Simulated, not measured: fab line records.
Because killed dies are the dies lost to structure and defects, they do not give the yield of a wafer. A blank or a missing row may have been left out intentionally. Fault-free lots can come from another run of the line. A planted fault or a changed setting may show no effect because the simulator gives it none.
fab line records ; flow n5Finfet
record: lots: 6; wafers: 18; lastDay: 19
route steps=1938 shown BEOL_M3@996 BEOL_M4@1021 PASSIVATION@1936
lots that met no fault: from a run of the same line without faults
startH: hours from the record's first day to the start of the lot's first wafer shown ; waitH: hours elapsed since this lot's preceding step ; " repeats the value in the row above ; L1.1+2: a row that stands for several wafers ; - value missing, or start not given ; * or withheld: withheld ; < > ~ a bound
route shown NAME@n: NAME is a module with steps in the file, n the number in the route of the first one ; usual: mean and standard deviation over wafers with no fault ; same: alike in all rows ; chamber/n: place in a boat ; sites: the reading at each site ; _std_site: the standard deviation of these ; _edge_site: outer sites' mean less inner sites' ; radiusMm: how far each site lies from the wafer's centre ; mask NAME#n: copy n ; behind: tool/chamber where the wafer was last shaped ; hold: cause of the lot's hold/its duration in hours/its outcome ; device: transistor that didn't switch, given as n, p or np ; end of line: tests run on the same wafers once the route is complete ; a step with no rows: only its recipe ; killed: the dies lost at the first sort to structure and to defects; this is not the yield of the wafer ; map: the dies of a wafer, with x for killed, . for not killed, _ for no die there
set.NAME: the setting that was run; set.NAME@STEP: the one run at that earlier step ; model.NAME: the simulator's own value behind a step, which no gauge read
lots at some steps of the route; a table a step, a row a wafer
services: from which hour (startH, from the record's first day; less than 0 if before it) a tool's chamber was out of use, for how many hours, and why
== steps ==
step: N5_BEOL_M3_SPUTTER_79
recipe: material: Cu; targetThkA: 45; tempC: -20; chamberPressurePa: 0.07; powerW: withheld; timeS: 8.29
step: N5_BEOL_M3_ANNEAL_80
recipe: tempC: 400; timeS: 240; ambient: vacuum
step: N5_BEOL_M3_SPUTTER_81
recipe: material: Cu; targetThkA: 45; tempC: -20; chamberPressurePa: 0.07; powerW: withheld; timeS: 8.29
step: N5_BEOL_M3_ANNEAL_82
recipe: tempC: 400; timeS: 240; ambient: vacuum
step: N5_BEOL_M3_SPUTTER_86
recipe: material: Cu; targetThkA: 45; tempC: -20; chamberPressurePa: 0.07; powerW: withheld; timeS: 8.29
usual: chuckGasFlowSccm: 1.26/0.044; chuckSensorTempC: -15.9/0.37; throttleValvePct: 30.2/0.7
lot.wafer;tool;chamber;startH;waitH;chuckGasFlowSccm;chuckSensorTempC;throttleValvePct
L992.2;pvdSputter-01;-;165.04;0.1;1.25;-16.3;30.9
L992.3;pvdSputter-01;-;165.04;0.1;1.22;-15.6;29.4
L992.4;pvdSputter-01;-;165.04;0.1;1.25;-15.7;29.1
L101.1;pvdSputter-02;-;210.85;0.1;1.29;-16.2;30.8
L101.2;pvdSputter-02;-;210.85;0.1;1.27;-16.6;30.1
L101.6;pvdSputter-02;-;210.85;0.1;1.30;-16.7;30.0
L100.1;pvdSputter-02;-;231.91;0.1;1.29;-15.9;30.6
L100.4;pvdSputter-02;-;231.91;0.1;1.27;-16.6;30.0
L100.5;pvdSputter-02;-;231.91;0.1;1.27;-16.2;31.5
L102.2;pvdSputter-03;-;236.93;0.1;1.30;-16.2;29.6
L102.3;pvdSputter-03;-;236.93;0.1;1.30;-15.6;29.7
L102.5;pvdSputter-03;-;236.93;0.1;1.18;-16.1;30.0
L108.3;pvdSputter-01;-;273.39;0.1;1.25;-15.7;29.3
L108.4;pvdSputter-01;-;273.39;0.1;1.29;-16.1;31.0
L108.5;pvdSputter-01;-;273.39;0.1;1.26;-16.0;30.9
L115.1;pvdSputter-02;-;320.97;0.1;1.25;-16.2;31.7
L115.2;pvdSputter-02;-;320.97;0.1;1.30;-16.7;29.9
L115.6;pvdSputter-02;-;320.97;0.1;1.31;-16.7;30.1
step: N5_BEOL_M3_ANNEAL_87
recipe: tempC: 400; timeS: 240; ambient: vacuum
step: N5_BEOL_M3_SPUTTER_88
recipe: material: Cu; targetThkA: 45; tempC: -20; chamberPressurePa: 0.07; powerW: withheld; timeS: 8.29
usual: chuckGasFlowSccm: 1.26/0.049; chuckSensorTempC: -15.9/0.37; throttleValvePct: 30.2/0.71
lot.wafer;tool;chamber;startH;waitH;chuckGasFlowSccm;chuckSensorTempC;throttleValvePct
L992.2;pvdSputter-01;-;165.28;0.1;1.24;-16.1;30.7
L992.3;pvdSputter-01;-;165.28;0.1;1.28;-15.6;29.6
L992.4;pvdSputter-01;-;165.28;0.1;1.20;-15.7;29.1
L101.1;pvdSputter-02;-;211.07;0.1;1.18;-16.0;30.5
L101.2;pvdSputter-02;-;211.07;0.1;1.28;-16.6;30.0
L101.6;pvdSputter-02;-;211.07;0.1;1.28;-16.7;29.9
L100.1;pvdSputter-02;-;232.13;0.1;1.30;-16.1;30.5
L100.4;pvdSputter-02;-;232.13;0.1;1.22;-16.7;30.0
L100.5;pvdSputter-02;-;232.13;0.1;1.29;-16.2;31.7
L102.2;pvdSputter-03;-;237.15;0.1;1.31;-16.2;29.8
L102.3;pvdSputter-03;-;237.15;0.1;1.29;-15.6;29.6
L102.5;pvdSputter-03;-;237.15;0.1;1.26;-16.0;29.9
L108.3;pvdSputter-01;-;273.64;0.1;1.29;-15.5;29.1
L108.4;pvdSputter-01;-;273.64;0.1;1.22;-16.2;30.9
L108.5;pvdSputter-01;-;273.64;0.1;1.22;-16.0;31.0
L115.1;pvdSputter-02;-;321.19;0.1;1.24;-16.1;31.7
L115.2;pvdSputter-02;-;321.19;0.1;1.28;-16.7;29.9
L115.6;pvdSputter-02;-;321.19;0.1;1.27;-16.5;29.9
step: N5_BEOL_M3_ANNEAL_89
recipe: tempC: 400; timeS: 240; ambient: vacuum
step: N5_BEOL_M3_SPUTTER_90
recipe: material: Cu; targetThkA: 45; tempC: -20; chamberPressurePa: 0.07; powerW: withheld; timeS: 8.29
step: N5_BEOL_M3_ANNEAL_91
recipe: tempC: 400; timeS: 240; ambient: vacuum
step: N5_BEOL_M3_SPUTTER_92
recipe: material: Cu; targetThkA: 45; tempC: -20; chamberPressurePa: 0.07; powerW: withheld; timeS: 8.29
step: N5_BEOL_M3_ANNEAL_93
recipe: tempC: 400; timeS: 240; ambient: vacuum
step: N5_BEOL_M3_SPUTTER_94
recipe: material: Cu; targetThkA: 45; tempC: -20; chamberPressurePa: 0.07; powerW: withheld; timeS: 8.29
usual: chuckGasFlowSccm: 1.26/0.054; chuckSensorTempC: -15.9/0.39; throttleValvePct: 30.2/0.7
lot.wafer;tool;chamber;startH;waitH;chuckGasFlowSccm;chuckSensorTempC;throttleValvePct
L992.2;pvdSputter-01;-;166.03;0.1;1.31;-16.4;31.1
L992.3;pvdSputter-01;-;166.03;0.1;1.29;-15.6;29.4
L992.4;pvdSputter-01;-;166.03;0.1;1.32;-15.7;29.1
L101.1;pvdSputter-02;-;216.35;4.7;1.13;-15.9;30.6
L101.2;pvdSputter-02;-;216.35;4.7;1.18;-16.8;30.1
L101.6;pvdSputter-02;-;216.35;4.7;1.30;-16.7;30.1
L100.1;pvdSputter-02;-;232.79;0.1;1.32;-16.0;30.7
L100.4;pvdSputter-02;-;232.79;0.1;1.23;-16.6;29.9
L100.5;pvdSputter-02;-;232.79;0.1;1.33;-16.3;31.6
L102.2;pvdSputter-03;-;237.81;0.1;1.28;-16.2;30.0
L102.3;pvdSputter-03;-;237.81;0.1;1.24;-15.8;29.7
L102.5;pvdSputter-03;-;237.81;0.1;1.25;-16.1;29.8
L108.3;pvdSputter-01;-;274.38;0.1;1.29;-15.5;29.2
L108.4;pvdSputter-01;-;274.38;0.1;1.23;-16.0;30.7
L108.5;pvdSputter-01;-;274.38;0.1;1.30;-16.1;31.0
L115.1;pvdSputter-02;-;321.85;0.1;1.19;-16.2;31.8
L115.2;pvdSputter-02;-;321.85;0.1;1.16;-16.6;29.9
L115.6;pvdSputter-02;-;321.85;0.1;1.34;-16.8;29.9
step: N5_BEOL_M3_ANNEAL_95
recipe: tempC: 400; timeS: 240; ambient: vacuum
step: N5_BEOL_M3_SPUTTER_96
recipe: material: Cu; targetThkA: 45; tempC: -20; chamberPressurePa: 0.07; powerW: withheld; timeS: 8.29
step: N5_BEOL_M3_ECD_50
recipe: material: Cu; targetThkA: 3000
step: N5_BEOL_M3_ANNEAL_51
recipe: tempC: 225; timeS: 90; ambient: N2
usual: wafer_temp_C_max: 226.3/0.54
lot.wafer;tool;chamber;startH;waitH;wafer_temp_C_max
L992.2;rtpAnneal-02;0;167.84;1.4;227.1
L992.3;rtpAnneal-02;0;167.84;1.4;226.9
L992.4;rtpAnneal-02;0;167.84;1.4;226.7
L101.1;rtpAnneal-02;0;216.77;0.1;227.1
L101.2;rtpAnneal-02;0;216.77;0.1;226.6
L101.6;rtpAnneal-02;0;216.77;0.1;227.0
L100.1;rtpAnneal-02;0;233.20;0.1;227.0
L100.4;rtpAnneal-02;0;233.20;0.1;226.6
L100.5;rtpAnneal-02;0;233.20;0.1;226.4
L102.2;rtpAnneal-01;0;238.34;0.2;225.7
L102.3;rtpAnneal-01;0;238.34;0.2;226.0
L102.5;rtpAnneal-01;0;238.34;0.2;225.9
L108.3;rtpAnneal-02;0;274.95;0.2;226.9
L108.4;rtpAnneal-02;0;274.95;0.2;226.7
L108.5;rtpAnneal-02;0;274.95;0.2;227.3
L115.1;rtpAnneal-01;0;322.26;0.1;226.0
L115.2;rtpAnneal-01;0;322.26;0.1;226.0
L115.6;rtpAnneal-01;0;322.26;0.1;225.7
step: N5_BEOL_M3_CMP_52
recipe: stopOn: SiOC; tOverpolishS: 6.8; downForcePsi: 1; platenRpm: 50; clearingPlatenDownForcePsi: 1.5; clearingPlatenRpm: 50; postCmpClean: cuAlkaline; targetThkNm: 40; clearingPlatenPadVelocityMS: 0.99484; padVelocityMS: 0.99484
step: N5_BEOL_M3_PRE_CLEAN_60
recipe: gas: NH3/H2; timeS: 15; tempC: *; rfPowerW: 300
usual: heaterPowerW: 78/15
lot.wafer;tool;chamber;startH;waitH;heaterPowerW
L992.2;cvdCo-02;0;168.42;0.0;57
L992.3;cvdCo-02;1;168.42;0.0;83
L992.4;cvdCo-02;2;168.42;0.0;103
L101.1;cvdCo-01;1;217.68;0.0;61
L101.2;cvdCo-01;2;217.68;0.0;80
L101.6;cvdCo-01;0;217.68;0.0;88
L100.1;cvdCo-01;2;233.83;0.0;84
L100.4;cvdCo-01;2;233.83;0.0;80
L100.5;cvdCo-01;1;233.83;0.0;59
L102.2;cvdCo-02;0;238.93;0.0;57
L102.3;cvdCo-02;2;238.93;0.0;104
L102.5;cvdCo-02;1;238.93;0.0;82
L108.3;cvdCo-01;0;275.49;0.0;88
L108.4;cvdCo-01;1;275.49;0.0;59
L108.5;cvdCo-01;2;275.49;0.0;81
L115.1;cvdCo-01;0;322.89;0.0;89
L115.2;cvdCo-01;2;322.89;0.0;82
L115.6;cvdCo-01;1;322.89;0.0;59
step: N5_BEOL_M3_CO_CAP_55
recipe: material: Co; targetThkA: 20; tempC: 200; precursor: CCTBA/H2; pressureTorr: 30; timeS: 102.1
step: N5_BEOL_M3_PRE_CLEAN_56
recipe: gas: NH3; timeS: 15; tempC: withheld; rfPowerW: 300
step: N5_BEOL_M3_DEP_57
recipe: material: SiCN; targetThkA: 80; tempC: withheld; precursor: 3MS/NH3; pressureTorr: 3; rfW: 202; timeS: 14
step: N5_BEOL_M3_RS_MEAS_58
recipe: thkMeasGauge: four-point-probe; reads: Co_of_BEOL_M3_CO_CAP_55+Cu_of_BEOL_M3_ECD_50+Co_of_BEOL_M3_CVD_47+TaN_of_BEOL_M3_ALD_84
usual: M3_RS: 0.69/0.045
lot.wafer;tool;chamber;startH;waitH;M3_RS[ohm/sq]
L992.2;filmMetro-02;-;168.64;0.1;0.64
L992.3;filmMetro-02;-;168.64;0.1;0.70
L992.4;filmMetro-02;-;168.64;0.1;0.65
L101.1;filmMetro-02;-;217.90;0.0;0.67
L101.2;filmMetro-02;-;217.90;0.0;0.72
L101.6;filmMetro-02;-;217.90;0.0;0.63
L100.1;filmMetro-01;-;234.08;0.1;0.69
L100.4;filmMetro-01;-;234.08;0.1;0.73
L100.5;filmMetro-01;-;234.08;0.1;0.70
L102.2;filmMetro-01;-;239.18;0.1;0.70
L102.3;filmMetro-01;-;239.18;0.1;0.63
L102.5;filmMetro-01;-;239.18;0.1;0.64
L108.3;filmMetro-01;-;275.72;0.1;0.76
L108.4;filmMetro-01;-;275.72;0.1;0.64
L108.5;filmMetro-01;-;275.72;0.1;0.68
L115.1;filmMetro-01;-;323.12;0.0;0.79
L115.2;filmMetro-01;-;323.12;0.0;0.76
L115.6;filmMetro-01;-;323.12;0.0;0.72
step: N5_BEOL_M4_ILD_DEP_00
recipe: material: SiOC; targetThkA: 790; tempC: 350; precursor: DEMS/O2; pressureTorr: 5; rfW: 500; timeS: 15.3
step: N5_BEOL_M4_THK_MEAS_01
recipe: reads: SiOC_of_BEOL_M4_ILD_DEP_00
usual: M4_ILD_THK: 78.9/1.2
lot.wafer;tool;chamber;startH;waitH;M4_ILD_THK[nm]
L992.2;filmMetro-01;-;168.77;0.1;78.0
L992.3;filmMetro-01;-;168.77;0.1;75.6
L992.4;filmMetro-01;-;168.77;0.1;80.7
L101.1;filmMetro-01;-;218.03;0.0;77.5
L101.2;filmMetro-01;-;218.03;0.0;77.3
L101.6;filmMetro-01;-;218.03;0.0;80.2
L100.1;filmMetro-01;-;234.21;0.0;78.7
L100.4;filmMetro-01;-;234.21;0.0;78.7
L100.5;filmMetro-01;-;234.21;0.0;79.8
L102.2;filmMetro-01;-;239.33;0.1;77.3
L102.3;filmMetro-01;-;239.33;0.1;79.2
L102.5;filmMetro-01;-;239.33;0.1;78.9
L108.3;filmMetro-02;-;275.85;0.1;75.6
L108.4;filmMetro-02;-;275.85;0.1;78.5
L108.5;filmMetro-02;-;275.85;0.1;79.2
L115.1;filmMetro-02;-;323.25;0.0;77.1
L115.2;filmMetro-02;-;323.25;0.0;75.8
L115.6;filmMetro-02;-;323.25;0.0;77.6
step: N5_BEOL_M4_PECVD_72
recipe: material: SiO2; targetThkA: 160; tempC: 400; precursor: TEOS/O2; pressureTorr: 5.5; rfW: 450; teosFlowSccm: 53.8; gas: O2; flowSccm: 3000; timeS: 18
usual: heaterPowerW: 766/110; showerheadPlenumPTorr: 8.78/0.072; throttleValvePct: 22.0/0.95
lot.wafer;tool;chamber;startH;waitH;heaterPowerW;showerheadPlenumPTorr;throttleValvePct
L992.2;pecvd-02;0;168.81;0.0;690;8.80;21.6
L992.3;pecvd-02;1;168.81;0.0;836;8.81;22.5
L992.4;pecvd-02;2;168.81;0.0;750;8.91;21.9
L101.1;pecvd-03;0;218.07;0.0;625;8.73;21.8
L101.2;pecvd-03;1;218.07;0.0;852;8.76;21.3
L101.6;pecvd-03;2;218.07;0.0;975;8.84;21.3
L100.1;pecvd-02;0;234.25;0.0;677;8.82;21.8
L100.4;pecvd-02;2;234.25;0.0;773;8.89;22.4
L100.5;pecvd-02;2;234.25;0.0;784;8.93;21.8
L102.2;pecvd-03;0;239.36;0.0;735;8.76;21.6
L102.3;pecvd-03;2;239.36;0.0;926;8.85;21.2
L102.5;pecvd-03;0;239.36;0.0;739;8.76;21.6
L108.3;pecvd-01;0;275.88;0.0;701;8.74;22.6
L108.4;pecvd-01;1;275.88;0.0;581;8.79;24.6
L108.5;pecvd-01;2;275.88;0.0;867;8.62;21.8
L115.1;pecvd-01;0;323.28;0.0;751;8.72;22.8
L115.2;pecvd-01;2;323.28;0.0;841;8.63;22.0
L115.6;pecvd-01;2;323.28;0.0;860;8.64;22.0
step: N5_BEOL_M4_HM_DEP_02
recipe: material: TiN; targetThkA: 200; tempC: 25; chamberPressurePa: 0.49996
step: N5_BEOL_M4_COAT_61
recipe: resist: SOC; tempC: 250; timeS: 60; spinRpm: 1500; resistThkNm: 60
step: N5_BEOL_M4_COAT_62
recipe: resist: SiARC; tempC: 220; timeS: 60; spinRpm: 1500; resistThkNm: 12
step: N5_BEOL_M4_COAT_73
recipe: resist: underlayer; tempC: 205; timeS: 60; spinRpm: 1500; resistThkNm: 5
step: N5_BEOL_M4_COAT_05
recipe: resist: CAR-EUV; spinRpm: 1500; resistThkNm: 30
step: N5_BEOL_M4_EBR_07
recipe: solvent: PGMEA; ebrWidthMm: 1.5
step: N5_BEOL_M4_SOFTBAKE_06
recipe: tempC: 110; timeS: 60; resist: CAR-EUV
step: N5_BEOL_M4_EXPOSE_08
recipe: maskId: M4; na: 0.33; sourceShape: dipole; sigmaInner: 0.369; sigmaOuter: 0.767; polarization: unpolarized; doseMj: 41.25
step: N5_BEOL_M4_PEB_09
recipe: pebTempC: 100; pebTimeS: 60; resist: CAR-EUV
step: N5_BEOL_M4_DEVELOP_10
recipe: developTimeS: 30; developer: TMAH; resist: CAR-EUV; rinseLiquid: surfactantRinse; dry: airSpin; devTempC: 23
step: N5_BEOL_M4_CD_MEAS_11
recipe: targetCdNm: 16.79; landingEnergyEv: 500; detector: seInlens; polarity: opening
usual: cdNm: 16.81/0.25
lot.wafer;tool;chamber;startH;waitH;cdNm
L992.2;cdSem-02;0;170.12;-;16.76
L992.3;cdSem-02;0;170.12;-;17.16
L992.4;cdSem-02;0;170.12;-;16.89
L101.1;cdSem-01;0;219.86;-;16.56
L101.2;cdSem-01;0;219.86;-;16.96
L101.6;cdSem-01;0;219.86;-;17.18
L100.1;cdSem-02;0;235.35;-;16.79
L100.4;cdSem-02;0;235.35;-;17.16
L100.5;cdSem-02;0;235.35;-;16.55
L102.2;cdSem-02;0;241.55;-;16.79
L102.3;cdSem-02;0;241.55;-;16.54
L102.5;cdSem-02;0;241.55;-;16.67
L108.3;cdSem-01;0;277.44;-;16.67
L108.4;cdSem-01;0;277.44;-;17.00
L108.5;cdSem-01;0;277.44;-;16.99
L115.1;cdSem-01;0;330.69;-;16.44
L115.2;cdSem-01;0;330.69;-;16.50
L115.6;cdSem-01;0;330.69;-;16.91
step: N5_BEOL_M4_OVL_MEAS_12
recipe: pointsPerWafer: 522
usual: M4_OVL: 0.0/0.64
lot.wafer;tool;chamber;startH;waitH;M4_OVL[nm]
L992.2;overlay-01;0;170.15;0.0;-0.4
L992.3;overlay-01;0;170.15;0.0;-0.8
L992.4;overlay-01;0;170.15;0.0;-1.2
L101.1;overlay-02;0;219.89;0.0;-0.7
L101.2;overlay-02;0;219.89;0.0;0.9
L101.6;overlay-02;0;219.89;0.0;0.2
L100.1;overlay-02;0;235.38;0.0;1.2
L100.4;overlay-02;0;235.38;0.0;1.9
L100.5;overlay-02;0;235.38;0.0;0.5
L102.2;overlay-02;0;241.58;0.0;0.5
L102.3;overlay-02;0;241.58;0.0;0.3
L102.5;overlay-02;0;241.58;0.0;1.1
L108.3;overlay-02;0;277.48;0.0;-0.8
L108.4;overlay-02;0;277.48;0.0;0.2
L108.5;overlay-02;0;277.48;0.0;0.3
L115.1;overlay-02;0;330.72;0.0;-0.3
L115.2;overlay-02;0;330.72;0.0;-1.0
L115.6;overlay-02;0;330.72;0.0;-0.9
step: N5_BEOL_M4_DESCUM_16
recipe: chemistry: O2; timeS: 7; sourcePowerW: 50; biasPowerW: 20; pressureMtorr: 20; rfFrequencyHz: 2.712e+07; tempC: 40; resist: CAR-EUV; o2FlowSccm: 225
step: N5_PASSIVATION_PROBE_49
usual: defectLimitedYield: 91.3/1.4; killed_at_M0_to_M3: 36/10; killed_at_M4_up: 13/5.4; killedAtContacts: 12/5.3; killedAtFrontEnd: 39/10; killedAtOther: 3.2/2.7; killedDies: 103/16; killedOpen: 68/13; killedShort: 33/6.6; sort_bin_4_leakage: 0.01/0.031; sort_bin_5_function: 5.1/0.92; sort_bin_6_memory: 3.3/0.68; sort_bin_8_speed: 0.1/0.41; sortNPass: 1077/17; sortYieldPct: 91.2/1.4
same: grossDies: 1180; killedAtBackSide: 0
lot.wafer;tool;chamber;startH;waitH;defectLimitedYield[%];killed_at_M0_to_M3;killed_at_M4_up;killedAtContacts;killedAtFrontEnd;killedAtOther;killedDies;killedOpen;killedShort;sort_bin_4_leakage[%];sort_bin_5_function[%];sort_bin_6_memory[%];sort_bin_8_speed[%];sortNPass;sortYieldPct[%]
L992.2;prober-01;-;290.94;0.1;91.6;39;13;10;33;4;99;71;25;0;3.7;4.4;0;1081;91.6
L992.3;prober-01;-;290.99;0.1;92.1;41;7;6;38;1;93;58;32;0;4.7;3.0;0;1087;92.1
L992.4;prober-01;-;291.04;0.2;92.7;32;6;11;35;2;86;64;21;0;5.3;1.9;0.3;1091;92.5
L101.1;prober-02;-;345.42;0.0;82.2;135;5;12;58;0;210;72;20;0;12.0;3.9;0;970;82.2
L101.2;prober-02;-;345.47;0.1;83.1;136;11;4;48;0;199;53;34;0;10.8;4.0;0;981;83.1
L101.6;prober-02;-;345.67;0.3;84.4;135;10;11;24;4;184;52;24;0;10.0;3.4;0;996;84.4
L100.1;prober-01;-;349.49;0.8;82.5;128;14;10;54;1;207;63;28;0;10.8;4.4;0;973;82.5
L100.4;prober-01;-;349.64;0.9;83.1;127;12;10;49;1;199;72;24;0;11.8;3.5;0.1;981;83.1
L100.5;prober-01;-;349.69;1.0;89.4;72;10;11;30;2;125;43;18;0;6.6;2.5;0.1;1055;89.4
L102.2;prober-01;-;351.64;0.1;90.9;30;15;17;43;2;107;68;37;0;6.1;2.6;0;1073;90.9
L102.3;prober-01;-;351.69;0.1;92.1;29;19;9;30;6;93;57;33;0;3.8;3.6;0;1087;92.1
L102.5;prober-01;-;351.79;0.2;91.5;37;15;22;25;1;100;66;32;0;5.1;3.3;0;1080;91.5
killed by level:class
L992.2 FIN_SAQP:geometricParticle:open=14 BEOL_M2:geometricParticle:open=13 MOL_CONTACT_COAG:geometricParticle:open=9 BEOL_M3:geometricParticle:open=6 FIN_SAQP:geometricParticle:short=4 BEOL_M0:geometricParticle:short=4 BEOL_M7:geometricParticle:open=4 BEOL_M0_SAQP:geometricParticle:open=3
L992.3 FIN_SAQP:geometricParticle:open=7 BEOL_M0:geometricParticle:short=7 BEOL_M1:geometricParticle:open=7 BEOL_M3:geometricParticle:open=7 STI_FIN_REVEAL:geometricParticle:open=6 DUMMY_GATE:geometricParticle:open=6 BEOL_M2:geometricParticle:open=6 FIN_SAQP:geometricParticle:short=5
L992.4 MOL_CONTACT_COAG:geometricParticle:open=10 BEOL_M0:geometricParticle:open=8 BEOL_M2:geometricParticle:open=7 BEOL_M3:geometricParticle:open=7 FIN_SAQP:geometricParticle:open=6 FIN_SAQP:geometricParticle:short=5 DUMMY_GATE:geometricParticle:open=5 STARTING-WAFER:geometricParticle:short=5
L101.1 BEOL_M3:unspecified=116 STI_FIN_REVEAL:geometricParticle:open=28 MOL_CONTACT_COAG:geometricParticle:open=11 STARTING-WAFER:geometricParticle:open=7 FIN_SAQP:geometricParticle:open=6 BEOL_M0_SAQP:geometricParticle:short=4 BEOL_M2:geometricParticle:open=4 STI_FIN_REVEAL:geometricParticle:short=3
L101.2 BEOL_M3:unspecified=109 STI_FIN_REVEAL:geometricParticle:open=12 BEOL_M0_SAQP:geometricParticle:short=9 FIN_SAQP:geometricParticle:open=8 FIN_SAQP:geometricParticle:short=6 STARTING-WAFER:geometricParticle:open=6 BEOL_M0_SAQP:geometricParticle:open=5 BEOL_M1:geometricParticle:short=5
L101.6 BEOL_M3:unspecified=107 MOL_CONTACT_COAG:geometricParticle:open=10 FIN_SAQP:geometricParticle:open=6 BEOL_M0_SAQP:geometricParticle:short=6 BEOL_M3:geometricParticle:open=6 BEOL_M5:geometricParticle:open=5 FIN_SAQP:geometricParticle:short=4 DUMMY_GATE:geometricParticle:open=4
L100.1 BEOL_M3:unspecified=115 FIN_SAQP:geometricParticle:open=17 FIN_SAQP:geometricParticle:short=11 MOL_CONTACT_COAG:geometricParticle:open=9 BEOL_M4:geometricParticle:open=7 DUMMY_GATE:geometricParticle:open=6 ILD0:geometricParticle:short=4 GATE_CUT:geometricParticle:open=4
L100.4 BEOL_M3:unspecified=102 STI_FIN_REVEAL:geometricParticle:open=13 FIN_SAQP:geometricParticle:open=11 MOL_CONTACT_COAG:geometricParticle:open=8 ILD0:geometricParticle:open=7 BEOL_M0_SAQP:geometricParticle:short=6 BEOL_M1:geometricParticle:open=6 BEOL_M2:geometricParticle:open=6
L100.5 BEOL_M3:unspecified=63 FIN_SAQP:geometricParticle:open=10 MOL_CONTACT_COAG:geometricParticle:open=10 ILD0:geometricParticle:short=6 FIN_SAQP:geometricParticle:short=4 STI_FIN_REVEAL:geometricParticle:open=4 DUMMY_GATE:geometricParticle:open=3 BEOL_M0_SAQP:geometricParticle:short=3
L102.2 MOL_CONTACT_COAG:geometricParticle:open=11 FIN_SAQP:geometricParticle:short=9 FIN_SAQP:geometricParticle:open=9 BEOL_M2:geometricParticle:open=9 STI_FIN_REVEAL:geometricParticle:open=6 MOL_CONTACT_COAG:geometricParticle:short=6 BEOL_M0:geometricParticle:open=5 BEOL_M0_SAQP:geometricParticle:open=5
L102.3 MOL_CONTACT_COAG:geometricParticle:open=8 BEOL_M2:geometricParticle:open=8 FIN_SAQP:geometricParticle:short=6 BEOL_M0_SAQP:geometricParticle:short=6 BEOL_M4:geometricParticle:open=5 FIN_SAQP:geometricParticle:open=4 STI_FIN_REVEAL:geometricParticle:open=4 BEOL_M0_SAQP:geometricParticle:open=4
L102.5 MOL_CONTACT_COAG:geometricParticle:open=18 BEOL_M0_SAQP:geometricParticle:short=9 BEOL_M0:geometricParticle:open=7 BEOL_M2:geometricParticle:open=7 DUMMY_GATE:geometricParticle:open=6 BEOL_M0_SAQP:geometricParticle:open=6 BEOL_M4:geometricParticle:open=6 FIN_SAQP:geometricParticle:open=5
map L100.1 (x killed, . not)
_________________.x..x.......________________
______________..x..............._____________
___________...........x............__________
__________......................x..x_________
________..........................xx.._______
_______..x.........x...........x..x....______
______.........xxx..............x.xx.x.._____
_____...................x................____
____........x.........x.............x.....___
___.......x.x...................x..........__
___..x........x............x...x...........__
__..x.x....x..xxx.......................x..._
__.xxxxxx...x....x...............x.........._
_x.xxxxxxx..x..........................x.x..x
_.xxxxxxxxx.x............x...................
_xxxxxxxxxxxx.....x..........................
_xxxxxxxxxxxxx.x.................x.x.......x.
_xxxxxxxxxxxxx...x...................x.......
_xxxxxxxxxxxx..xx....x..x..................x.
_.xxxxxxxxxxxx...........x...................
_xxxxxxxxxxxx........x.................x.....
__x.xxxxxxxx.xx.............x..............._
__...x...xxx...x.x.........................._
___......x....x........x..x................__
___..x.....xx..x...........................__
____.x.........x.......x.....x............___
_____.......xx............x...........x..____
______x..x...x.........................._____
_______..x.......x.....................______
________...........x.........x........_______
__________...........xx............._________
___________...............x.x....x.__________
______________......x...x......._____________
_________________...x........________________
map L101.1 (x killed, . not)
_________________.x.......x..________________
______________.......x.........._____________
___________...........x...xx.......__________
__________..x...............x......._________
________.x......x.................x..._______
_______..........x.............x.......______
______..........x...............x......._____
_____..........xx.....xx.......x.........____
____....x.............xx.................x___
___x.......x.......x........x.......x.....x__
___............xx..........................__
__.....x..x....x............x.............x._
__.xxxxxxxx.x.............x................._
_..xxxxxxxxxxxx................x.............
_xxxxxxxxxxx.....xx................x........x
_xxxxxxxxxxxxx..........x...........x...x....
_xxxxxxxxxxxxx..x..x.........................
_xxxxxxxxxxxxx...............................
_.xxxxxxxxxx.x..x...............x..x.........
_.xxxxxxxxxxxxx.................x............
_..xxxxxxxx..x.........x......x............x.
__xxxxxxxx.x...........x...................._
__..x.xx.xxx...x.........x..........x......._
___........................xx..............__
___.......x......x.x...............x.x.....__
____......x.x........x...................x___
_____...............x.....x....x........x____
______...........x....x.....x.......x..._____
_______.........................x......______
________..x....x.........x..........x._______
__________...........x..x....x......_________
___________.........x.......x......__________
______________...x.......x..x..._____________
_________________............________________
== services ==
tool;chamber;startH;hours;kind
pvdSputter-02;-;146.23;1.1;repair
pecvd-01;0;166.11;2.1;scheduledDown
pecvd-03;0;179.35;5.6;repair
cvdCo-01;-;180.76;4.3;pm
pecvd-03;-;190.15;1.2;repair
pecvd-02;2;203.28;2.1;scheduledDown
pecvd-02;0;204.42;9.0;repair
pecvd-03;0;228.65;2.3;repair
pecvd-03;1;229.50;2.1;scheduledDown
pecvd-02;1;230.84;14.9;repair
pecvd-01;1;233.56;22.8;repair
pecvd-03;1;267.27;5.5;scheduledDown
cvdCo-01;-;274.33;0.4;repair
cvdCo-01;-;295.95;2.8;pm
cvdCo-02;1;296.24;10.8;repair
pecvd-02;-;298.47;2.8;pm
rtpAnneal-02;-;323.08;4.7;pm
== key ==
firstSign: step: N5_PASSIVATION_PROBE_49; reading: killed_at_M0_to_M3; direction: up; sigmas: 8.3; usual: 36; struck: 122
effect: step: N5_PASSIVATION_PROBE_49; reading: killedDies; direction: up; sigmas: 5.2; usual: 103; struck: 187
moreKillsBornAt: N5_BEOL_M3_SPUTTER_94@pvdSputter-02: 612
metAt N5_BEOL_M3_SPUTTER_94
struckWafers L100.1,L100.4,L100.5,L101.1,L101.2,L101.6
fault: kind: chamberParticleSource; tool: pvdSputter-02; chamber: -; onsetH: 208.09; steps: N5_BEOL_M3_SPUTTER_94; ratePerVisitCm2: 0.86554; endH: 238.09
